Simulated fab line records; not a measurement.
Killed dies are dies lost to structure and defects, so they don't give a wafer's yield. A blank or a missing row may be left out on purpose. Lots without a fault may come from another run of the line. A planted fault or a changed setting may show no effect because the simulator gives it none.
Which tool was responsible? + flow n5Finfet + 12 lots, 36 wafers sampled, at 1 step of a route of 1938

## WHAT THE GAUGES SHOWED, per wafer
N5_FIN_SAQP_CD_MEAS_37 targets a cd of 8 nm.
| lot  | measured    | on       | cdNm (nm)      |
|------|-------------|----------|----------------|
| L075 | day 2 09:05 | cdSem-02 | 7.65 7.76 7.92 |
| L077 | day 2 21:12 | cdSem-03 | 8.22 8.02 8.15 |
| L079 | day 3 09:07 | cdSem-03 | 8.07 7.91 8.10 |
| L081 | day 4 00:32 | cdSem-02 | 7.67 8.35 8.20 |
| L083 | day 4 09:02 | cdSem-02 | 8.17 8.06 7.92 |
| L085 | day 4 20:57 | cdSem-01 | 8.47 7.52 8.37 |
| L087 | day 5 09:56 | cdSem-03 | 8.21 8.27 8.19 |
| L089 | day 5 21:37 | cdSem-01 | 8.00 8.15 8.13 |
| L091 | day 6 09:57 | cdSem-03 | 8.03 8.13 8.25 |
| L093 | day 6 20:19 | cdSem-03 | 7.65 8.03 8.24 |
| L095 | day 7 09:08 | cdSem-01 | 7.90 7.95 7.92 |
| L097 | day 7 21:19 | cdSem-01 | 7.88 8.33 8.34 |

## WHICH TOOL RAN EACH LOT (tool, then ch and the chambers of the sampled wafers, then the start)
There is no process step in the record ahead of these readings.

## THE ANSWER, worked out from the rows above alone
Rule: the lots themselves supply what counts as usual. Put in order of their means at a reading, lots are off if they are a third of the lots or fewer, leave a main group of 4 or more, and stand apart from it by a gap of 3 or more times the standard deviation of the main group's means; of several such gaps the widest counts. Not used: any main group whose means are identical at the precision the tables above print for the reading. A lot without any number at a reading at which 4 lots or more have one is off too. The other lots that the step has rows for count as sound.
No lot is off on any of the readings shown, so nothing can be concluded from this.

## WHAT THE SIMULATOR PUT IN
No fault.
